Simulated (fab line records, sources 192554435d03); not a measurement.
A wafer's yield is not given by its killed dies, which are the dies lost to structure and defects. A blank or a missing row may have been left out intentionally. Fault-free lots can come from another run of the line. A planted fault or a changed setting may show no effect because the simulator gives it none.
Problem report in the 8D (eight disciplines) form, filled by code :: flow n5-finfet :: the parts of the form that need people (team, actions taken, sign-off) are left out

## 1. WHAT IS WRONG
At N5_PASSIVATION_PROBE_49, killed-at-contacts averages 138 over 6 wafers from 2 lots, while fault-free wafers read 13, standard deviation 6.7. Measured from the usual mean, that is +19 standard deviations.
Seen first at day 15 07:51 on prober-01, wafer L389.3. The record has a number at this step for 19 wafers belonging to 7 lots. The rule behind "out" and "out of limits": a value lying over 4 standard deviations away from the usual mean. The rest of the wafers with a number are treated as sound.

## 2. WHAT IT IS, AND WHAT IT ISN'T
question: which readings at this step
is: killed-at-contacts, defect-limited-yield, killed-dies, sort_bin_5_function, sort-n-pass, sort-yield-pct
is not: killed_at_M0_to_M3, killed_at_M4_up, killed-at-front-end, killed-at-other, killed-open, killed-short, sort_bin_4_leakage, sort_bin_6_memory

question: which lots
is: L389, L391
is not: L378, L379, L382, L393, L396

question: which wafers of those lots
is: all that have a number
is not: -

question: read on which tools
is: prober-01, prober-02
is not: -

question: when
is: from day 15 07:51
is not: up to then (9 sound wafers); but 4 sound wafers of L393, L396 came after

## 3. WHAT RULES OUT EACH SUSPECT
Counting: a tool at a process step up to the reading stays a suspect if it ran every lot that is out and no sound lot after the first of them.
- pvd-sputter-03 at N5_MOL_CONTACT_COAG_SPUTTER_143 (material Co, target thk 2.5 nm): kept. It ran every lot that is out, first L389 (day 7 13:24), and no sound lot after that; its last sound lot up to then is L379 (day 5 01:49).
- rie-metal-02 at N5_PASSIVATION_ETCH_59 (etches TaN in Cl2/BCl3, target depth 65 nm, time 34.9 s): kept. It ran every lot that is out, first L389 (day 15 03:22), and no sound lot after that.
Remaining after the count are pvd-sputter-03 at N5_MOL_CONTACT_COAG_SPUTTER_143 and rie-metal-02 at N5_PASSIVATION_ETCH_59.

## 4. THE CAUSE (what the simulator had put in)
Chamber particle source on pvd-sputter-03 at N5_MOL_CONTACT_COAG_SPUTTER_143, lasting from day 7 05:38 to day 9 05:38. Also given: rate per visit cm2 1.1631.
2 suspects survive the count, and this tool is in that group.

## 5. THE EFFECT CHAIN, in route order
Each row: a reading where the mean over the struck wafers with a number is more than 3 standard deviations away from the usual. Only readings for which the record gives a usual standard deviation are gone through. hours: the time from each lot's start at the first step in this table that gives one to its start at this step, as a median over the lots. sigmas: the change in usual standard deviations.
hours: 0
step: N5_PASSIVATION_PROBE_49
reading: defect-limited-yield
usual: 91.0 %
on struck wafers: 80.5
change: -10.5
sigmas: -6.6

hours: 0
step: N5_PASSIVATION_PROBE_49
reading: killed-at-contacts
usual: 13
on struck wafers: 138
change: +125
sigmas: +19

hours: 0
step: N5_PASSIVATION_PROBE_49
reading: killed-dies
usual: 106
on struck wafers: 230
change: +124
sigmas: +6.6

hours: 0
step: N5_PASSIVATION_PROBE_49
reading: sort_bin_5_function
usual: 5.3 %
on struck wafers: 12.4
change: +7.1
sigmas: +7.2

hours: 0
step: N5_PASSIVATION_PROBE_49
reading: sort-n-pass
usual: 1073
on struck wafers: 950
change: -124
sigmas: -6.5

hours: 0
step: N5_PASSIVATION_PROBE_49
reading: sort-yield-pct
usual: 91.0 %
on struck wafers: 80.5
change: -10.5
sigmas: -6.6
Here are the process steps it includes:
- N5_PASSIVATION_PROBE_49

## 6. HOW IT WOULD HAVE BEEN CAUGHT EARLIER
First out-of-limits reading in this record: day 15 07:51, which is 194 hours after fault onset at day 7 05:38.
An alarm limit of 4 standard deviations would not have fired on the tool readings at N5_MOL_CONTACT_COAG_SPUTTER_143 for which the record gives a usual standard deviation, since none of them was out on any struck wafer.
All the lots that are out (2) had begun N5_MOL_CONTACT_COAG_SPUTTER_143 on pvd-sputter-03 by day 15 07:51. A hold on the tool at that time would have spared none of them.
